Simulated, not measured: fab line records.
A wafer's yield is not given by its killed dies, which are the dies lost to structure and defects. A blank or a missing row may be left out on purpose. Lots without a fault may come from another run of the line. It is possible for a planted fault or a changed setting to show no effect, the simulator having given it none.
fab line records | flow n5_finfet | part 2 of 2: steps 19 to 28 of 28
[record] lots = 5 | wafers = 15 | last_day = 17
route steps=1938 shown BEOL_M1@781
lots that met no fault: taken from a fault-free run of the same line
start_h: start of the lot's first displayed wafer, in hours after the record's first day | wait_h: hours elapsed since this lot's preceding step | " repeats the value in the row above | L1.1+2: one row covering several wafers at once | - no value, or no start given | * or withheld: withheld | < > ~ a bound
route shown NAME@n: NAME is a module with steps in the file, n the number in the route of the first one | usual: mean and standard deviation over wafers with no fault | same: alike in all rows | chamber/n: place in a boat | sites: the reading at each site | _std_site: the standard deviation of these | _edge_site: inner sites' mean taken away from outer sites' mean | radius_mm: how far each site lies from the wafer's centre | mask NAME#n: copy n | behind: the tool/chamber that last shaped the wafer | hold: why the lot was held/for how many hours/how that ended | device: which transistor (n, p or np) failed to switch | end of line: tests run on the same wafers once the route is complete | step lacking rows: just its recipe | killed: count of dies lost to structure and defects at first sort (not the wafer's yield) | map: a wafer's dies, x killed, . not, _ none there
set.NAME: the run value of the setting; set.NAME@STEP: its run value at that earlier step | model.NAME: the simulator's own value behind a step, which no gauge read
lots seen at some steps along the route; tables by step, rows by wafer
services: when a tool's chamber went out of use (start_h, in hours from the record's first day, below 0 if earlier), for how many hours, and the reason
[[steps]]
[step N5_BEOL_M1_STRIP_36]
[recipe] chemistry = N2/H2 | power_w = 450 | temp_c = 40 | pressure_mtorr = 20 | rf_frequency_hz = 6e+07 | overash_fraction = 0.3 | bias_power_w = 7 | h2_frac = 0.5 | n2_flow_sccm = 200 | h2_flow_sccm = 200
[usual] drypump_motor_current_A = 5.4/0.48 | oes_product_au = 0.78/0.083 | rf_vpp_V = 59.1/1.5 | showerhead_plenum_p_Torr = 2.56/0.079 | throttle_valve_pct = 23.6/0.32
lot.wafer | tool        | chamber | start_h | wait_h | drypump_motor_current_A | oes_product_au | rf_hours_counter_h | rf_vpp_V | showerhead_plenum_p_Torr | throttle_valve_pct
L074.2    | rie_diel-03 | 2       | 122.28  | 0.0    | 4.8                     | 0.71           | 238                | 58.3     | 2.49                     | 23.3
L074.3    | "           | 3       | "       | "      | 5.1                     | 0.87           | 73                 | 62.3     | 2.57                     | 23.4
L074.4    | "           | 0       | "       | "      | 5.4                     | 0.73           | 173                | 60.8     | 2.64                     | 23.7
L080.2    | rie_diel-03 | 3       | 164.41  | 0.0    | 5.1                     | 0.84           | 87                 | 61.9     | 2.56                     | 23.4
L080.5    | "           | 3       | "       | "      | 5.1                     | 0.85           | -                  | 61.8     | 2.56                     | 23.4
L080.6    | "           | 0       | "       | "      | 5.4                     | 0.71           | -                  | 59.4     | 2.64                     | 23.7
L086.2    | rie_diel-06 | 0       | 201.47  | 0.0    | 5.5                     | 0.75           | 157                | 56.4     | 2.42                     | 23.8
L086.5    | "           | 2       | "       | "      | 5.7                     | 0.74           | -                  | 61.2     | 2.44                     | 24.3
L086.6    | "           | 3       | "       | "      | 6.8                     | 0.86           | -                  | 59.0     | 2.58                     | 23.2
L093.2    | rie_diel-06 | 2       | 234.46  | 0.0    | 5.7                     | 0.74           | 157                | 56.9     | 2.44                     | 24.3
L093.3    | "           | 3       | "       | "      | 6.8                     | 0.86           | 56                 | 59.0     | 2.58                     | 23.3
L093.5    | "           | 1       | "       | "      | 5.3                     | 0.85           | -                  | 57.8     | 2.58                     | 23.9
L094.4    | rie_diel-05 | 3       | 239.38  | 0.0    | 5.4                     | 0.72           | 191                | 58.3     | 2.63                     | 23.4
L094.5    | "           | 1       | "       | "      | 5.6                     | 0.94           | -                  | 60.0     | 2.70                     | 23.7
L094.6    | "           | 2       | "       | "      | 6.0                     | 0.99           | -                  | 59.5     | 2.49                     | 23.9
[step N5_BEOL_M1_TRENCH_ETCH_37]
[recipe] chemistry = C4F6/O2 | target_depth_a = 552.07 | target = SiOC | time_s = 29 | ion_energy_ev = 250 | pressure_mtorr = 30 | source_w = 355 | bias_w = 185 | Ar_flow_sccm = 300 | C4F6_flow_sccm = 10 | O2_flow_sccm = 10
[usual] drypump_motor_current_A = 5.4/0.48 | oes_product_au = 0.78/0.082 | rf_vpp_V = 666/8 | showerhead_plenum_p_Torr = 2.87/0.081 | throttle_valve_pct = 20.87/0.21
lot.wafer | tool        | chamber | start_h | wait_h | drypump_motor_current_A | oes_product_au | rf_hours_counter_h | rf_vpp_V | showerhead_plenum_p_Torr | throttle_valve_pct
L074.2    | rie_diel-03 | 2       | -       | -      | 4.8                     | 0.71           | 238                | 663      | 2.82                     | 20.71
L074.3    | "           | 3       | "       | "      | 5.1                     | 0.85           | 73                 | 655      | 2.89                     | 20.72
L074.4    | "           | 0       | "       | "      | 5.4                     | 0.72           | 173                | 678      | 2.94                     | 20.78
L080.2    | rie_diel-03 | 3       | -       | -      | 5.1                     | 0.83           | 87                 | 656      | 2.88                     | 20.75
L080.5    | "           | 3       | "       | "      | 5.1                     | 0.84           | -                  | 657      | 2.88                     | 20.76
L080.6    | "           | 0       | "       | "      | 5.4                     | 0.71           | -                  | 679      | 2.94                     | 20.81
L086.2    | rie_diel-06 | 0       | -       | -      | 5.5                     | 0.76           | 157                | 654      | 2.74                     | 21.12
L086.5    | "           | 2       | "       | "      | 5.7                     | 0.74           | -                  | 667      | 2.74                     | 21.25
L086.6    | "           | 3       | "       | "      | 6.8                     | 0.87           | -                  | 671      | 2.91                     | 20.72
L093.2    | rie_diel-06 | 2       | -       | -      | 5.7                     | 0.72           | 157                | 668      | 2.73                     | 21.24
L093.3    | "           | 3       | "       | "      | 6.8                     | 0.86           | 56                 | 671      | 2.90                     | 20.72
L093.5    | "           | 1       | "       | "      | 5.4                     | 0.85           | -                  | 674      | 2.88                     | 20.94
L094.4    | rie_diel-05 | 3       | -       | -      | 5.4                     | 0.73           | 191                | 664      | 2.95                     | 20.87
L094.5    | "           | 1       | "       | "      | 5.6                     | 0.92           | -                  | 677      | 3.02                     | 20.91
L094.6    | "           | 2       | "       | "      | 6.0                     | 0.99           | -                  | 664      | 2.80                     | 20.83
[step N5_BEOL_M1_ETCH_41]
[recipe] chemistry = CH3F/O2 | target = SiCN | target_depth_a = 319 | taper_deg = 2 | time_s = 57.8 | ion_energy_ev = 120 | mask_material = TiN | pressure_mtorr = 30 | source_w = 395 | bias_w = 75 | Ar_flow_sccm = 150 | CH3F_flow_sccm = 30 | O2_flow_sccm = 20
[usual] drypump_motor_current_A = 5.4/0.48 | oes_product_au = 0.78/0.082 | rf_vpp_V = 297.7/1.4 | showerhead_plenum_p_Torr = 2.02/0.059 | throttle_valve_pct = 16.32/0.21
lot.wafer | tool        | chamber | start_h | wait_h | drypump_motor_current_A | oes_product_au | rf_hours_counter_h | rf_vpp_V | showerhead_plenum_p_Torr | throttle_valve_pct
L074.2    | rie_diel-03 | 2       | -       | -      | 4.8                     | 0.70           | 238                | 297.6    | 1.98                     | 16.25
L074.3    | "           | 3       | "       | "      | 5.1                     | 0.85           | 73                 | 298.5    | 2.03                     | 16.14
L074.4    | "           | 0       | "       | "      | 5.4                     | 0.72           | 173                | 297.7    | 2.07                     | 16.30
L080.2    | rie_diel-03 | 3       | -       | -      | 5.1                     | 0.84           | 87                 | 298.4    | 2.02                     | 16.19
L080.5    | "           | 3       | "       | "      | 5.1                     | 0.84           | -                  | 297.3    | 2.02                     | 16.19
L080.6    | "           | 0       | "       | "      | 5.4                     | 0.71           | -                  | 299.9    | 2.07                     | 16.31
L086.2    | rie_diel-06 | 0       | -       | -      | 5.5                     | 0.75           | 157                | 295.5    | 1.92                     | 16.55
L086.5    | "           | 2       | "       | "      | 5.7                     | 0.74           | -                  | 294.5    | 1.92                     | 16.65
L086.6    | "           | 3       | "       | "      | 6.8                     | 0.87           | -                  | 298.7    | 2.04                     | 16.13
L093.2    | rie_diel-06 | 2       | -       | -      | 5.7                     | 0.73           | 157                | 294.9    | 1.92                     | 16.69
L093.3    | "           | 3       | "       | "      | 6.8                     | 0.86           | 56                 | 296.8    | 2.04                     | 16.15
L093.5    | "           | 1       | "       | "      | 5.4                     | 0.84           | -                  | 298.3    | 2.03                     | 16.34
L094.4    | rie_diel-05 | 3       | -       | -      | 5.4                     | 0.74           | 191                | 299.2    | 2.08                     | 16.37
L094.5    | "           | 1       | "       | "      | 5.6                     | 0.92           | -                  | 301.1    | 2.13                     | 16.31
L094.6    | "           | 2       | "       | "      | 6.0                     | 0.99           | -                  | 297.5    | 1.97                     | 16.21
[step N5_BEOL_M1_STRIP_97]
[recipe] chemistry = N2/H2 | time_s = 10 | power_w = 450 | temp_c = 40 | pressure_mtorr = 20 | rf_frequency_hz = 6e+07 | bias_power_w = 7 | n2_flow_sccm = 200 | h2_flow_sccm = 200
[usual] drypump_motor_current_A = 5.4/0.48 | oes_product_au = 0.78/0.082 | rf_vpp_V = 59.2/0.82 | showerhead_plenum_p_Torr = 2.56/0.079 | throttle_valve_pct = 23.6/0.32
lot.wafer | tool        | chamber | start_h | wait_h | drypump_motor_current_A | oes_product_au | rf_hours_counter_h | rf_vpp_V | showerhead_plenum_p_Torr | throttle_valve_pct
L074.2    | rie_diel-03 | 2       | -       | -      | 4.8                     | 0.70           | 238                | 59.8     | 2.49                     | 23.3
L074.3    | "           | 3       | "       | "      | 5.1                     | 0.86           | 73                 | 59.6     | 2.57                     | 23.4
L074.4    | "           | 0       | "       | "      | 5.4                     | 0.72           | 173                | 60.1     | 2.64                     | 23.7
L080.2    | rie_diel-03 | 3       | -       | -      | 5.1                     | 0.85           | 87                 | 59.2     | 2.56                     | 23.4
L080.5    | "           | 3       | "       | "      | 5.1                     | 0.84           | -                  | 59.4     | 2.56                     | 23.4
L080.6    | "           | 0       | "       | "      | 5.4                     | 0.71           | -                  | 59.7     | 2.64                     | 23.7
L086.2    | rie_diel-06 | 0       | -       | -      | 5.5                     | 0.75           | 157                | 58.9     | 2.42                     | 23.8
L086.5    | "           | 2       | "       | "      | 5.7                     | 0.74           | -                  | 59.4     | 2.44                     | 24.2
L086.6    | "           | 3       | "       | "      | 6.8                     | 0.87           | -                  | 61.0     | 2.58                     | 23.2
L093.2    | rie_diel-06 | 2       | -       | -      | 5.7                     | 0.73           | 157                | 58.4     | 2.44                     | 24.3
L093.3    | "           | 3       | "       | "      | 6.8                     | 0.86           | 56                 | 60.4     | 2.57                     | 23.3
L093.5    | "           | 1       | "       | "      | 5.4                     | 0.85           | -                  | 60.1     | 2.58                     | 23.9
L094.4    | rie_diel-05 | 3       | -       | -      | 5.4                     | 0.73           | 191                | 58.9     | 2.63                     | 23.4
L094.5    | "           | 1       | "       | "      | 5.6                     | 0.91           | -                  | 60.2     | 2.70                     | 23.7
L094.6    | "           | 2       | "       | "      | 6.0                     | 0.99           | -                  | 58.4     | 2.49                     | 23.9
[step N5_BEOL_M1_OCD_MEAS_38]
[usual] trench_depth_nm = 54.8/0.82
lot.wafer | tool   | chamber | start_h | wait_h | trench_depth_nm
L074.2    | ocd-01 | -       | 122.48  | -      | 55.0
L074.3    | "      | -       | "       | "      | 55.0
L074.4    | "      | -       | "       | "      | 54.9
L080.2    | ocd-01 | -       | 164.61  | -      | 55.1
L080.5    | "      | -       | "       | "      | 55.4
L080.6    | "      | -       | "       | "      | 54.0
L086.2    | ocd-01 | -       | 201.66  | -      | 55.4
L086.5    | "      | -       | "       | "      | 54.9
L086.6    | "      | -       | "       | "      | 55.9
L093.2    | ocd-02 | -       | 234.66  | -      | 53.8
L093.3    | "      | -       | "       | "      | 55.9
L093.5    | "      | -       | "       | "      | 55.1
L094.4    | ocd-01 | -       | 239.58  | -      | 54.1
L094.5    | "      | -       | "       | "      | 55.7
L094.6    | "      | -       | "       | "      | 55.7
[step N5_BEOL_M1_HM_STRIP_39]
[recipe] chemistry = peroxide_tin_strip | material = TiN | target_depth_a = 250 | temp_c = 50 | time_s = 158
lot.wafer  | tool         | chamber | start_h | wait_h
L074.2+3+4 | wet_bench-01 | 0,5,3   | 122.51  | 0.0
L080.2+5+6 | wet_bench-01 | 5,3,6   | 164.64  | 0.0
L086.2+5+6 | wet_bench-04 | 2,4,5   | 201.70  | 0.0
L093.2+3+5 | wet_bench-04 | 4,5,1   | 234.69  | 0.0
L094.4+5+6 | wet_bench-04 | 0,1,7   | 239.61  | 0.0
[step N5_BEOL_M1_SRD_40]
[recipe] time_s = 30 | temp_c = 23 | rinse_liquid = diw | dry = ipa_marangoni
lot.wafer  | tool         | chamber | start_h | wait_h
L074.2+3+4 | wet_bench-01 | 0,5,3   | 122.55  | 0.0
L080.2+5+6 | wet_bench-01 | 5,3,6   | 164.69  | 0.0
L086.2+5+6 | wet_bench-04 | 2,4,5   | 201.74  | 0.0
L093.2+3+5 | wet_bench-04 | 4,5,1   | 234.74  | 0.0
L094.4+5+6 | wet_bench-04 | 0,1,7   | 239.66  | 0.0
[step N5_BEOL_M1_PRECLEAN_42]
[recipe] chemistry = residue_remover | time_s = 60 | temp_c = 40
lot.wafer  | tool         | chamber | start_h | wait_h
L074.2+3+4 | wet_bench-01 | 0,5,3   | 122.57  | 0.0
L080.2+5+6 | wet_bench-01 | 5,3,6   | 164.70  | 0.0
L086.2+5+6 | wet_bench-04 | 2,4,5   | 201.76  | 0.0
L093.2+3+5 | wet_bench-04 | 4,5,1   | 234.76  | 0.0
L094.4+5+6 | wet_bench-04 | 0,1,7   | 239.67  | 0.0
[step N5_BEOL_M1_SRD_43]
[recipe] time_s = 30 | temp_c = 23 | rinse_liquid = diw | dry = ipa_marangoni
lot.wafer  | tool         | chamber | start_h | wait_h
L074.2+3+4 | wet_bench-01 | 0,5,3   | 122.59  | 0.0
L080.2+5+6 | wet_bench-01 | 5,3,6   | 164.72  | 0.0
L086.2+5+6 | wet_bench-04 | 2,4,5   | 201.78  | 0.0
L093.2+3+5 | wet_bench-04 | 4,5,1   | 234.77  | 0.0
L094.4+5+6 | wet_bench-04 | 0,1,7   | 239.69  | 0.0
[step N5_BEOL_M1_CD_MEAS_35]
[recipe] target_cd_nm = 18 | target_cd_y_nm = 21 | polarity = opening
[usual] cd_nm = 17.90/0.27
lot.wafer | tool      | chamber | start_h | wait_h | cd_nm
L074.2    | cd_sem-01 | -       | 122.63  | 0.0    | 17.77
L074.3    | "         | -       | "       | "      | 17.60
L074.4    | "         | -       | "       | "      | 17.87
L080.2    | cd_sem-03 | -       | 164.76  | 0.0    | 18.01
L080.5    | "         | -       | "       | "      | 17.97
L080.6    | "         | -       | "       | "      | 17.75
L086.2    | cd_sem-03 | -       | 201.82  | 0.0    | 17.78
L086.5    | "         | -       | "       | "      | 17.10
L086.6    | "         | -       | "       | "      | 17.61
L093.2    | cd_sem-02 | -       | 234.81  | 0.0    | 17.94
L093.3    | "         | -       | "       | "      | 17.82
L093.5    | "         | -       | "       | "      | 17.85
L094.4    | cd_sem-02 | -       | 239.73  | 0.0    | 17.88
L094.5    | "         | -       | "       | "      | 17.71
L094.6    | "         | -       | "       | "      | 17.51
[[services]]
tool           | chamber | start_h | hours | kind
rie_diel-03    | -       | 95.11   | 2.8   | pm
euv_scanner-01 | -       | 97.23   | 1.0   | pm
euv_scanner-02 | -       | 134.30  | 1.0   | pm
euv_scanner-01 | -       | 153.38  | 1.0   | pm
rie_diel-06    | 3       | 158.92  | 1.5   | repair
rie_diel-03    | 2       | 161.17  | -     | clean
rie_diel-03    | 2       | 161.17  | -     | consumable_replace:focus_ring
rie_diel-03    | 2       | 161.17  | 17.2  | scheduled_down
rie_diel-03    | 2       | 161.17  | 17.2  | vent_cycle
ald_sin-02     | -       | 182.71  | 14.6  | pm
wet_bench-01   | -       | 188.87  | 3.9   | repair
rie_diel-05    | 1       | 189.36  | -     | clean
rie_diel-05    | 1       | 189.36  | -     | consumable_replace:focus_ring
rie_diel-05    | 1       | 189.36  | -     | consumable_replace:showerhead
rie_diel-05    | 1       | 189.36  | 17.0  | scheduled_down
rie_diel-05    | 1       | 189.36  | 17.0  | vent_cycle
euv_scanner-02 | -       | 189.49  | 0.5   | repair
euv_scanner-02 | -       | 192.56  | 1.0   | pm
rie_diel-03    | 2       | 208.36  | 12.5  | repair
euv_scanner-01 | -       | 209.53  | 1.0   | pm
rie_diel-03    | 3       | 217.87  | 22.0  | repair
rie_diel-05    | 2       | 219.60  | -     | clean
rie_diel-05    | 2       | 219.60  | -     | consumable_replace:focus_ring
ald_sin-04     | -       | 223.62  | 0.7   | repair
